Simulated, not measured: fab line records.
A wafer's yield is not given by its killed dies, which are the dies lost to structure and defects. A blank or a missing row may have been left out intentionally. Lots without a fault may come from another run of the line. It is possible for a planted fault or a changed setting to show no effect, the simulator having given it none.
Split-lot study / flow n5Finfet / route with 1938 steps; 7 lots, 39 wafers read

== THE SPLIT ==
At N5_DUMMY_GATE_ETCH_31 (etches SiO2 in C4F6/O2, target depth 82.5 nm, time 27.5 s), the setting targetDepthA was moved away from the recipe's 825 angstrom on 18 of the 39 wafers read, by -11.5% to +7.7%. For the rest of the wafers, this setting stayed at what the recipe calls for.

Reading taken at the split's own step.

== THE READING ==
SOC_of_DUMMY_GATE_COAT_34.thkNm (the simulator's own value, which no gauge read), in nm, at N5_DUMMY_GATE_ETCH_31 (etches SiO2 in C4F6/O2, target depth 82.5 nm, time 27.5 s). There is no usual value for it anywhere in the file. Across the 21 wafers here that went through the recipe, the average is 52.0 nm and the standard deviation 0.19 nm.

wafer=L074.1; tool, chamber at the split=rieDiel-02, 0; targetDepthA as run, angstrom=825; against the recipe=recipe; SOC_of_DUMMY_GATE_COAT_34.thkNm, nm=51.8; against lot-mates on the recipe=-
wafer=L074.2; tool, chamber at the split=rieDiel-02, 1; targetDepthA as run, angstrom=864.1; against the recipe=+4.7%; SOC_of_DUMMY_GATE_COAT_34.thkNm, nm=51.8; against lot-mates on the recipe=-0.1
wafer=L074.3; tool, chamber at the split=rieDiel-02, 2; targetDepthA as run, angstrom=864.1; against the recipe=+4.7%; SOC_of_DUMMY_GATE_COAT_34.thkNm, nm=51; against lot-mates on the recipe=-0.9
wafer=L074.4; tool, chamber at the split=rieDiel-02, 3; targetDepthA as run, angstrom=864.1; against the recipe=+4.7%; SOC_of_DUMMY_GATE_COAT_34.thkNm, nm=51.6; against lot-mates on the recipe=-0.3
wafer=L074.5; tool, chamber at the split=rieDiel-02, 1; targetDepthA as run, angstrom=825; against the recipe=recipe; SOC_of_DUMMY_GATE_COAT_34.thkNm, nm=52; against lot-mates on the recipe=-
wafer=L074.6; tool, chamber at the split=rieDiel-02, 0; targetDepthA as run, angstrom=825; against the recipe=recipe; SOC_of_DUMMY_GATE_COAT_34.thkNm, nm=52; against lot-mates on the recipe=-
wafer=L077.1; tool, chamber at the split=rieDiel-03, 0; targetDepthA as run, angstrom=825; against the recipe=recipe; SOC_of_DUMMY_GATE_COAT_34.thkNm, nm=52.2; against lot-mates on the recipe=-
wafer=L077.2; tool, chamber at the split=rieDiel-03, 3; targetDepthA as run, angstrom=825; against the recipe=recipe; SOC_of_DUMMY_GATE_COAT_34.thkNm, nm=51.8; against lot-mates on the recipe=-
wafer=L077.3; tool, chamber at the split=rieDiel-03, 1; targetDepthA as run, angstrom=729.9; against the recipe=-11.5%; SOC_of_DUMMY_GATE_COAT_34.thkNm, nm=53.2; against lot-mates on the recipe=+1.2
wafer=L077.4; tool, chamber at the split=rieDiel-03, 2; targetDepthA as run, angstrom=729.9; against the recipe=-11.5%; SOC_of_DUMMY_GATE_COAT_34.thkNm, nm=52.8; against lot-mates on the recipe=+0.8
wafer=L077.5; tool, chamber at the split=rieDiel-03, 2; targetDepthA as run, angstrom=729.9; against the recipe=-11.5%; SOC_of_DUMMY_GATE_COAT_34.thkNm, nm=53; against lot-mates on the recipe=+1.0
wafer=L077.6; tool, chamber at the split=rieDiel-03, 1; targetDepthA as run, angstrom=825; against the recipe=recipe; SOC_of_DUMMY_GATE_COAT_34.thkNm, nm=52; against lot-mates on the recipe=-
wafer=L078.1; tool, chamber at the split=rieDiel-03, 0; targetDepthA as run, angstrom=888.7; against the recipe=+7.7%; SOC_of_DUMMY_GATE_COAT_34.thkNm, nm=51.4; against lot-mates on the recipe=-0.7
wafer=L078.2; tool, chamber at the split=rieDiel-03, 3; targetDepthA as run, angstrom=825; against the recipe=recipe; SOC_of_DUMMY_GATE_COAT_34.thkNm, nm=52; against lot-mates on the recipe=-
wafer=L078.3; tool, chamber at the split=rieDiel-03, 2; targetDepthA as run, angstrom=888.7; against the recipe=+7.7%; SOC_of_DUMMY_GATE_COAT_34.thkNm, nm=51.6; against lot-mates on the recipe=-0.5
wafer=L078.4; tool, chamber at the split=rieDiel-03, 1; targetDepthA as run, angstrom=888.7; against the recipe=+7.7%; SOC_of_DUMMY_GATE_COAT_34.thkNm, nm=51.6; against lot-mates on the recipe=-0.5
wafer=L078.5; tool, chamber at the split=rieDiel-03, 3,0; targetDepthA as run, angstrom=825; against the recipe=recipe; SOC_of_DUMMY_GATE_COAT_34.thkNm, nm=52.2; against lot-mates on the recipe=-
wafer=L078.6; tool, chamber at the split=rieDiel-03, 3,0; targetDepthA as run, angstrom=825; against the recipe=recipe; SOC_of_DUMMY_GATE_COAT_34.thkNm, nm=52.2; against lot-mates on the recipe=-
wafer=L079.1; tool, chamber at the split=rieDiel-01, 0; targetDepthA as run, angstrom=825; against the recipe=recipe; SOC_of_DUMMY_GATE_COAT_34.thkNm, nm=52; against lot-mates on the recipe=-
wafer=L079.2; tool, chamber at the split=rieDiel-01, 2; targetDepthA as run, angstrom=825; against the recipe=recipe; SOC_of_DUMMY_GATE_COAT_34.thkNm, nm=52; against lot-mates on the recipe=-
wafer=L079.3; tool, chamber at the split=rieDiel-01, 3; targetDepthA as run, angstrom=737.4; against the recipe=-10.6%; SOC_of_DUMMY_GATE_COAT_34.thkNm, nm=52.6; against lot-mates on the recipe=+0.6
wafer=L079.4; tool, chamber at the split=rieDiel-01, 0; targetDepthA as run, angstrom=825; against the recipe=recipe; SOC_of_DUMMY_GATE_COAT_34.thkNm, nm=52; against lot-mates on the recipe=-
wafer=L079.5; tool, chamber at the split=rieDiel-01, 2; targetDepthA as run, angstrom=737.4; against the recipe=-10.6%; SOC_of_DUMMY_GATE_COAT_34.thkNm, nm=52.6; against lot-mates on the recipe=+0.6
wafer=L079.6; tool, chamber at the split=rieDiel-01, 3; targetDepthA as run, angstrom=737.4; against the recipe=-10.6%; SOC_of_DUMMY_GATE_COAT_34.thkNm, nm=52.6; against lot-mates on the recipe=+0.6
wafer=L082.1; tool, chamber at the split=rieDiel-03, 3; targetDepthA as run, angstrom=751.2; against the recipe=-8.9%; SOC_of_DUMMY_GATE_COAT_34.thkNm, nm=52.8; against lot-mates on the recipe=+0.7
wafer=L082.2; tool, chamber at the split=rieDiel-03, 0; targetDepthA as run, angstrom=825; against the recipe=recipe; SOC_of_DUMMY_GATE_COAT_34.thkNm, nm=52.2; against lot-mates on the recipe=-
wafer=L082.3; tool, chamber at the split=rieDiel-03, 2; targetDepthA as run, angstrom=825; against the recipe=recipe; SOC_of_DUMMY_GATE_COAT_34.thkNm, nm=52; against lot-mates on the recipe=-
wafer=L082.4; tool, chamber at the split=rieDiel-03, 1; targetDepthA as run, angstrom=751.2; against the recipe=-8.9%; SOC_of_DUMMY_GATE_COAT_34.thkNm, nm=52.8; against lot-mates on the recipe=+0.7
wafer=L082.5; tool, chamber at the split=rieDiel-03, 1; targetDepthA as run, angstrom=751.2; against the recipe=-8.9%; SOC_of_DUMMY_GATE_COAT_34.thkNm, nm=52.6; against lot-mates on the recipe=+0.5
wafer=L082.6; tool, chamber at the split=rieDiel-03, 2; targetDepthA as run, angstrom=825; against the recipe=recipe; SOC_of_DUMMY_GATE_COAT_34.thkNm, nm=52.2; against lot-mates on the recipe=-
wafer=L094.1; tool, chamber at the split=rieDiel-03, 3; targetDepthA as run, angstrom=825; against the recipe=recipe; SOC_of_DUMMY_GATE_COAT_34.thkNm, nm=51.6; against lot-mates on the recipe=-
wafer=L094.2; tool, chamber at the split=rieDiel-03, 0; targetDepthA as run, angstrom=764.3; against the recipe=-7.4%; SOC_of_DUMMY_GATE_COAT_34.thkNm, nm=52.2; against lot-mates on the recipe=+0.6
wafer=L094.3; tool, chamber at the split=rieDiel-03, 1; targetDepthA as run, angstrom=825; against the recipe=recipe; SOC_of_DUMMY_GATE_COAT_34.thkNm, nm=51.6; against lot-mates on the recipe=-
wafer=L094.4; tool, chamber at the split=rieDiel-03, 2; targetDepthA as run, angstrom=764.3; against the recipe=-7.4%; SOC_of_DUMMY_GATE_COAT_34.thkNm, nm=52.4; against lot-mates on the recipe=+0.8
wafer=L094.5; tool, chamber at the split=rieDiel-03, 2; targetDepthA as run, angstrom=764.3; against the recipe=-7.4%; SOC_of_DUMMY_GATE_COAT_34.thkNm, nm=52.4; against lot-mates on the recipe=+0.8
wafer=L094.6; tool, chamber at the split=rieDiel-03, 1; targetDepthA as run, angstrom=825; against the recipe=recipe; SOC_of_DUMMY_GATE_COAT_34.thkNm, nm=51.6; against lot-mates on the recipe=-
wafer=L095.1; tool, chamber at the split=rieDiel-03, 2; targetDepthA as run, angstrom=825; against the recipe=recipe; SOC_of_DUMMY_GATE_COAT_34.thkNm, nm=52; against lot-mates on the recipe=-
wafer=L095.3; tool, chamber at the split=rieDiel-03, 1; targetDepthA as run, angstrom=825; against the recipe=recipe; SOC_of_DUMMY_GATE_COAT_34.thkNm, nm=52; against lot-mates on the recipe=-
wafer=L095.6; tool, chamber at the split=rieDiel-03, 2; targetDepthA as run, angstrom=825; against the recipe=recipe; SOC_of_DUMMY_GATE_COAT_34.thkNm, nm=52; against lot-mates on the recipe=-
Rows listing several chambers each stand for several wafers; the file does not say which wafer went through which chamber.

THE FIT
A straight line over all 39 wafers: SOC_of_DUMMY_GATE_COAT_34.thkNm changes by -0.0735 nm for each +1% of targetDepthA; r = -0.89; the points scatter about the line by 0.21 nm.
The same after taking each lot's own level away (the mean of its wafers on the recipe; 39 wafers): -0.0775 nm for each +1%; r = -0.94; scatter 0.16 nm.
That fit puts the effect of the largest move of targetDepthA on the reading at 0.89 nm.
The lots' own levels span 51.60 to 52.13 nm, that is 2.8 times the standard deviation above.
Consequently the slope shifts little with the lot-to-lot level, the two slopes agreeing.
Check: with one of the wafers moved furthest among these (-11.5%) left out of the fit, the line predicts +0.847 nm for it against its lot-mates. Against them it came out at +1.2 nm.

== FURTHER SPLITS ON THESE WAFERS ==
These wafers also went through other splits before the reading. Each is held against what the fit with the lots' levels taken away leaves over:
other split on the same wafers=N5_DUMMY_GATE_ETCH_37 sourceW; wafers away from the commonest value=18; r with SOC_of_DUMMY_GATE_COAT_34.thkNm (lot level and that fit taken away)=-0.02

== THE WHOLE CHAIN: every reading that the file lists as answering this split, in the file's order ==
step=N5_DUMMY_GATE_ETCH_31; what it does=etches SiO2 in C4F6/O2, target depth 82.5 nm, time 27.5 s; reading=etch.depthNm (the simulator's own value, which no gauge read); change (the file's fit)=+0.794 nm for each +1% of the setting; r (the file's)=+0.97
step=N5_DUMMY_GATE_ETCH_31; what it does=etches SiO2 in C4F6/O2, target depth 82.5 nm, time 27.5 s; reading=SOC_of_DUMMY_GATE_COAT_34.thkNm (the simulator's own value, which no gauge read); change (the file's fit)=-0.0769 nm for each +1% of the setting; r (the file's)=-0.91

== THE FILE'S OWN FIT ==
SOC_of_DUMMY_GATE_COAT_34.thkNm changes by -0.0769 nm for each +1% of targetDepthA, r = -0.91.
